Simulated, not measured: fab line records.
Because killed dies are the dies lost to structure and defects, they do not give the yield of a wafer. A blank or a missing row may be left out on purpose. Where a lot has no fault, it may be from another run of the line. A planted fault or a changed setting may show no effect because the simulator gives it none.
Chamber matching    flow nandHarc    4 sister chambers for NHARC_A_STAIRCASE_TRIM_187 on rieDiel-08
The step chemistry O2, time 211.2 s. 8 wafers are shown with their chamber, then 9 later ones without.

## WAFERS, EACH WITH ITS CHAMBER
wafer   chamber  showerheadPlenumPTorr (Torr)  oesProductAu (a.u.)
L080.6  1        3.70                          1.001
L079.6  0        3.41                          1.001
L081.1  3        3.46                          0.990
L081.2  2        3.32                          1.015
L081.5  3        3.46                          0.981
L085.1  1        3.69                          1.006
L085.5  2        3.32                          1.010
L085.6  0        3.41                          1.015

## WAFERS WHOSE CHAMBER IS MISSING
wafer   showerheadPlenumPTorr (Torr)  oesProductAu (a.u.)
L087.1  3.69                          0.997
L087.3  3.40                          1.011
L087.5  3.69                          0.990
L093.1  3.45                          0.999
L093.2  3.31                          1.008
L093.3  3.69                          0.984
L095.3  3.68                          0.988
L095.5  3.45                          0.993
L095.6  3.40                          0.998

## WHICH CHAMBER EACH WENT THROUGH
wafer   from the rows above  in truth
L087.1  1                    1
L087.3  0                    0
L087.5  1                    1
L093.1  3                    3
L093.2  2                    2
L093.3  1                    1
L095.3  1                    1
L095.5  3                    3
L095.6  0                    0
9 of 9 placed correctly. From these rows, 0 cannot be placed. Placed wrongly: 0.
How it was worked out, from the rows above alone: a wafer's distance from a chamber is the root of the sum, over the readings, of the square of ((its reading less the chamber's mean) divided by the reading's scatter). If the next closest chamber is less than 2 further off than the closest, the wafer can't be placed; otherwise it belongs to the closest. For every chamber, the mean is computed from those of its wafers that are shown. How the scatter is found: for the shown wafers, subtract from each reading the mean of its chamber, square and add these, divide the total by (wafers less chambers), then take the root.
